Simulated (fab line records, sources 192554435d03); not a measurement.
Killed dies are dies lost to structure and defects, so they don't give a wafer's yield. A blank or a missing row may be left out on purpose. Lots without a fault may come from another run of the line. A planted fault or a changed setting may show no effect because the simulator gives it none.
Problem report in the 8D (eight disciplines) form, filled by code | flow n5_finfet | the parts of the form that need people (team, actions taken, sign-off) are left out

1. THE PROBLEM
spin_speed_rpm at N5_BEOL_M3_COAT_76 reads a mean of 1605.5 rpm on 6 wafers of 2 lots; wafers without a fault read 1500.0 rpm with a standard deviation of 0.98. That is +99 or more standard deviations from the usual mean.
The step: time 60 s, resist thk 5 nm.
First seen on wafer L814.3, day 8 13:32, on litho_track-02. The record holds 12 wafers of 4 lots with a number at this step. Rule for "out", or "out of limits": more than 4 standard deviations from the usual mean. The other wafers with a number count as sound.

2. WHAT IT IS AND WHAT IT IS NOT
question                    | is                     | is not
which readings at this step | spin_speed_rpm         | -
which lots                  | L814, L816             | L826, L831
which wafers of those lots  | all that have a number | -
read on which tools         | litho_track-02         | litho_track-05
when                        | from day 8 13:32       | up to then (0 sound wafers); but 6 sound wafers of L826, L831 came after

3. SUSPECTS, AND WHAT RULES EACH OUT
Counting: a tool at a process step up to the reading stays a suspect if it ran every lot that is out and no sound lot after the first of them.
- litho_track-02 at N5_BEOL_M3_COAT_76 (time 60 s, resist thk 5 nm): ruled out as a lasting fault. Sound lots L831 ran on it after its first lot that is out, L814 (day 8 13:32).
Left after counting: nothing in the record.

4. THE CAUSE (what the simulator had put in)
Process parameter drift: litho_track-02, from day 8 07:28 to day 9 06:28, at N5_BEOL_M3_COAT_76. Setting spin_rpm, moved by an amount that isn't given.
Counting ruled it out, wrongly.

5. THE CHAIN OF EFFECTS, in route order
Each row: a reading whose mean over the struck wafers that have a number lies more than 3 standard deviations from the usual. Only readings for which the record gives a usual standard deviation are gone through. hours: the time from each lot's start at the first step in this table that gives one to its start at this step, as a median over the lots. sigmas: the change in usual standard deviations.
hours | step               | reading        | usual      | on struck wafers | change | sigmas
0     | N5_BEOL_M3_COAT_76 | spin_speed_rpm | 1500.0 rpm | 1605.5           | +105.5 | +99 or more
The process steps in it:
- N5_BEOL_M3_COAT_76: time 60 s, resist thk 5 nm.
Later measuring or inspecting steps at which every struck wafer that the step has a row for has a number for every such reading, and none has moved that far: N5_BEOL_M4_RC_MEAS_101.

6. WHAT WOULD HAVE CAUGHT IT SOONER
In this record the first reading out of limits was taken at day 8 13:32, 6 hours after the fault began at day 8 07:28.
